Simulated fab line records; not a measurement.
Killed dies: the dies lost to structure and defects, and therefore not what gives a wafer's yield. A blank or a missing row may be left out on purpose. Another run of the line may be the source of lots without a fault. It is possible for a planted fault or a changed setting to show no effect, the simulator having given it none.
Which tool did it? + flow n5Finfet + Sampling: 10 lots, 30 wafers, 3 of 1938 route steps

WHAT THE GAUGES READ, wafer by wafer
N5_BEOL_M4_RC_MEAS_101. Usual: DIBL_N 36.3 mV/V, standard deviation 1; DIBL_P 36.2 mV/V, standard deviation 1.4; IOFF_N 0.157 nA/um, standard deviation 0.021; IOFF_P 0.206 nA/um, standard deviation 0.025; ION_N 673 uA/um, standard deviation 9; ION_P 461 uA/um, standard deviation 6.4; SS_N 71.5 mV/dec, standard deviation 0.5; SS_P 73.2 mV/dec, standard deviation 0.47; VT_N 249.9 mV, standard deviation 2.4; VT_P -250.6 mV, standard deviation 2.9.
| lot  | measured     | on        | DIBL_N (mV/V)  | DIBL_P (mV/V)  | IOFF_N (nA/um)    | IOFF_P (nA/um)    | ION_N (uA/um) | ION_P (uA/um) | SS_N (mV/dec)  | SS_P (mV/dec)  | VT_N (mV)         | VT_P (mV)            | flag |
|------|--------------|-----------|----------------|----------------|-------------------|-------------------|---------------|---------------|----------------|----------------|-------------------|----------------------|------|
| L754 | day 8 10:10  | prober-02 | 36.3 35.5 37.9 | 36.9 36.1 38.2 | 0.150 0.134 0.171 | 0.209 0.194 0.225 | 659 657 669   | 457 452 461   | 71.7 71.6 72.7 | 72.9 73.6 74.3 | 252.3 255.2 250.0 | -251.1 -251.2 -252.0 |      |
| L757 | day 9 07:38  | prober-02 | 36.7 35.1 35.3 | 37.4 36.1 36.2 | 0.170 0.145 0.144 | 0.224 0.196 0.196 | 669 665 661   | 464 456 458   | 72.4 71.5 70.9 | 73.5 73.2 73.4 | 247.3 251.9 251.8 | -249.1 -252.0 -252.4 |      |
| L758 | day 9 09:32  | prober-01 | 37.5 39.5 38.3 | 35.9 38.7 37.6 | 0.151 0.202 0.181 | 0.199 0.242 0.226 | 668 686 686   | 464 467 469   | 71.5 72.3 71.5 | 73.9 73.3 73.5 | 250.2 246.9 250.7 | -249.6 -247.3 -250.6 |      |
| L756 | day 9 11:14  | prober-01 | 35.1 36.8 36.6 | 35.5 37.4 37.1 | 0.132 0.159 0.158 | 0.191 0.221 0.216 | 675 679 679   | 465 471 464   | 70.5 71.0 71.9 | 72.7 73.3 72.9 | 252.1 246.7 248.5 | -252.4 -248.8 -251.5 |      |
| L760 | day 9 14:26  | prober-02 | 36.2 36.6 36.2 | 35.7 35.6 35.8 | 0.148 0.154 0.151 | 0.186 0.178 0.182 | 673 675 677   | 457 456 467   | 71.8 71.9 71.1 | 73.9 72.4 73.3 | 250.7 248.6 250.7 | -252.1 -251.9 -252.5 |      |
| L761 | day 9 19:16  | prober-02 | 35.4 36.5 36.2 | 35.4 36.8 35.5 | 0.140 0.175 0.159 | 0.180 0.203 0.186 | 663 685 661   | 451 465 450   | 70.8 72.0 71.9 | 73.5 73.5 73.4 | 252.7 246.5 250.9 | -250.7 -250.9 -254.0 |      |
| L762 | day 9 23:08  | prober-02 | 35.7 37.5 35.7 | 34.6 36.7 34.4 | 0.132 0.153 0.135 | 0.177 0.205 0.174 | 668 664 659   | 458 458 456   | 71.7 71.8 71.9 | 72.9 73.6 72.6 | 250.7 251.9 251.5 | -251.9 -251.3 -251.5 |      |
| L765 | day 11 07:20 | prober-01 | 35.0 35.3 36.3 | 34.8 35.0 36.4 | 0.146 0.152 0.173 | 0.197 0.201 0.220 | 674 661 677   | 465 454 459   | 71.1 71.4 71.4 | 72.9 73.1 72.9 | 250.0 254.8 247.7 | -252.0 -248.4 -250.4 |      |
| L768 | day 11 15:38 | prober-01 | 36.5 38.0 36.4 | 35.7 37.5 35.4 | 0.142 0.169 0.138 | 0.199 0.228 0.196 | 665 666 658   | 454 463 456   | 71.3 71.4 71.1 | 73.1 73.5 73.1 | 250.0 249.7 250.6 | -250.1 -248.1 -253.0 |      |
| L773 | day 13 01:10 | prober-01 | 35.8 36.5 35.6 | 34.6 34.8 34.3 | 0.141 0.147 0.142 | 0.206 0.210 0.208 | 679 665 681   | 470 463 472   | 71.0 71.5 71.0 | 73.2 72.5 72.6 | 250.3 248.9 250.8 | -247.9 -246.2 -247.9 |      |

N5_MIM_BOT_LITHO_CD_MEAS_08: target cd 3000 nm. Usual: 3000.0 nm for cdNm, sd 1.4.
| lot  | measured     | on       | cdNm (nm)            | flag |
|------|--------------|----------|----------------------|------|
| L754 | day 12 07:08 | cdSem-01 | 3000.6 2999.8 2997.6 |      |
| L757 | day 13 03:34 | cdSem-01 | 2999.1 2998.9 2998.3 |      |
| L758 | day 13 05:54 | cdSem-01 | 2999.4 2998.2 2999.6 |      |
| L756 | day 13 02:05 | cdSem-02 | 3001.1 3000.0 2998.5 |      |
| L760 | day 13 16:38 | cdSem-01 | 2998.5 2999.4 2997.8 |      |
| L761 | day 13 16:26 | cdSem-02 | 2999.6 2999.9 3000.1 |      |
| L762 | day 13 21:07 | cdSem-02 | 3000.4 2999.8 3000.9 |      |
| L765 | day 15 01:01 | cdSem-03 | 2998.2 2999.0 3000.6 |      |
| L768 | day 15 06:58 | cdSem-02 | 3001.9 3000.8 3001.6 |      |
| L773 | day 16 13:20 | cdSem-01 | 2998.3 2999.7 2997.3 |      |

TOOL THAT RAN EACH LOT (tool first, then ch and the chambers of the sampled wafers, then the start)
| lot  | N5_BEOL_M4_EXPOSE_08             |
|------|----------------------------------|
| L754 | euvScanner-01 ch 0, day 7 23:53  |
| L757 | euvScanner-01 ch 0, day 8 22:14  |
| L758 | euvScanner-01 ch 0, day 9 01:04  |
| L756 | euvScanner-01 ch 0, day 9 01:29  |
| L760 | euvScanner-02 ch 0, day 9 04:04  |
| L761 | euvScanner-02 ch 0, day 9 11:21  |
| L762 | euvScanner-02 ch 0, day 9 13:56  |
| L765 | euvScanner-02 ch 0, day 10 21:41 |
| L768 | euvScanner-02 ch 0, day 11 08:13 |
| L773 | euvScanner-01 ch 0, day 12 18:56 |
- N5_BEOL_M4_EXPOSE_08: exposes mask M4.

AS READ BY THE TOOLS THEMSELVES (means over the sampled wafers that have a number; for cases with no such wafer, the mark the record gives instead)
The record holds no such reading with a usual standard deviation.

THE ANSWER, worked out from the rows above alone
Rule: a lot is off if the mean of its wafers that have a number lies more than 3 standard deviations from the usual mean. A lot without any number at a reading at which 4 lots or more have one is off too. All remaining lots with rows at the step are treated as sound. First the gauges in route order, then the tools' own readings, where a lot's mean is used as printed above. The first step at which some lot is off is used, and at that step the reading that is off furthest; a lot without a number counts as furthest.
Across all readings shown, no lot is off: no conclusion can be drawn from this.

WHAT WAS PUT IN BY THE SIMULATOR
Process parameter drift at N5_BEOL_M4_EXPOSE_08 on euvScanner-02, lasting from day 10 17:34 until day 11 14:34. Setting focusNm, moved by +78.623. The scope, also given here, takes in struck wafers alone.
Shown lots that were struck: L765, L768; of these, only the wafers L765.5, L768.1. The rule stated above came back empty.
